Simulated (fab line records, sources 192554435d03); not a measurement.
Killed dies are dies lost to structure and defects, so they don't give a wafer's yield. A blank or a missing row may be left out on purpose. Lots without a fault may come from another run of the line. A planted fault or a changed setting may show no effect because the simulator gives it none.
Chamber matching | flow n5_finfet | N5_BEOL_M5_ETCH_72 on rie_diel-03: 4 sister chambers
The step etches underlayer in N2/H2, target depth 6.5 nm, time 5.2 s. 16 wafers are shown with their chamber, then 8 later ones without.

WAFERS WITH THEIR CHAMBER
wafer  | chamber | showerhead_plenum_p_Torr (Torr) | rf_vpp_V (V) | throttle_valve_pct (%)
L077.1 | 0       | 2.61                            | 527          | 17.89
L077.3 | 3       | 2.35                            | 519          | 17.68
L077.5 | 0       | 2.61                            | 527          | 17.88
L079.1 | 2       | 2.64                            | 524          | 17.71
L079.4 | 1       | 2.63                            | 528          | 17.73
L079.6 | 1       | 2.63                            | 528          | 17.72
L080.1 | 2       | 2.64                            | 526          | 17.70
L080.3 | 0       | 2.60                            | 526          | 17.89
L080.6 | 2       | 2.64                            | 527          | 17.69
L078.1 | 0       | 2.60                            | 526          | 17.89
L078.3 | 2       | 2.64                            | 528          | 17.71
L078.6 | 2       | 2.64                            | 527          | 17.69
L082.1 | 1       | 2.63                            | 528          | 17.73
L082.4 | 3       | 2.35                            | 520          | 17.70
L082.6 | 1       | 2.63                            | 528          | 17.73
L092.1 | 1       | 2.62                            | 528          | 17.81

SIGNATURES (means of the wafers above)
reading                  | chamber 0 | chamber 1 | chamber 2 | chamber 3 | scatter within a chamber
showerhead_plenum_p_Torr | 2.6050    | 2.6280    | 2.6400    | 2.3500    | 0.00387
rf_vpp_V                 | 526.50    | 528.00    | 526.40    | 519.50    | 0.944
throttle_valve_pct       | 17.8875   | 17.7440   | 17.7000   | 17.6900   | 0.0227
Rule: a wafer's distance from a chamber is the root of the sum, over the readings, of the square of ((its reading less the chamber's mean) divided by the reading's scatter). The wafer belongs to the nearest chamber; if the next one is less than 2 further off, it can't be placed. The scatter: the root of (the sum of the squares of (reading less its chamber's mean) over the shown wafers, divided by (wafers less chambers)).

WAFERS WITHOUT THEIR CHAMBER
wafer  | showerhead_plenum_p_Torr (Torr) | rf_vpp_V (V) | throttle_valve_pct (%)
L092.4 | 2.62                            | 523          | 17.77
L092.6 | 2.64                            | 528          | 17.73
L093.1 | 2.34                            | 519          | 17.76
L093.4 | 2.62                            | 525          | 17.78
L093.5 | 2.63                            | 527          | 17.74
L096.2 | 2.34                            | 516          | 17.77
L096.3 | 2.63                            | 525          | 17.75
L096.6 | 2.59                            | 525          | 17.52

WHICH CHAMBER EACH WENT THROUGH
wafer  | from the rows above          | in truth
L092.4 | can't be placed: 1 or 2 or 0 | 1
L092.6 | can't be placed: 2 or 1      | 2
L093.1 | 3                            | 3
L093.4 | 1                            | 1
L093.5 | can't be placed: 1 or 2      | 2
L096.2 | 3                            | 3
L096.3 | can't be placed: 1 or 2      | 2
L096.6 | can't be placed: 1 or 2      | 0
Placed correctly: 3 of 8. Can't be placed from these rows: 5 (the true chamber is among the candidates in 4). Placed wrongly: 0.
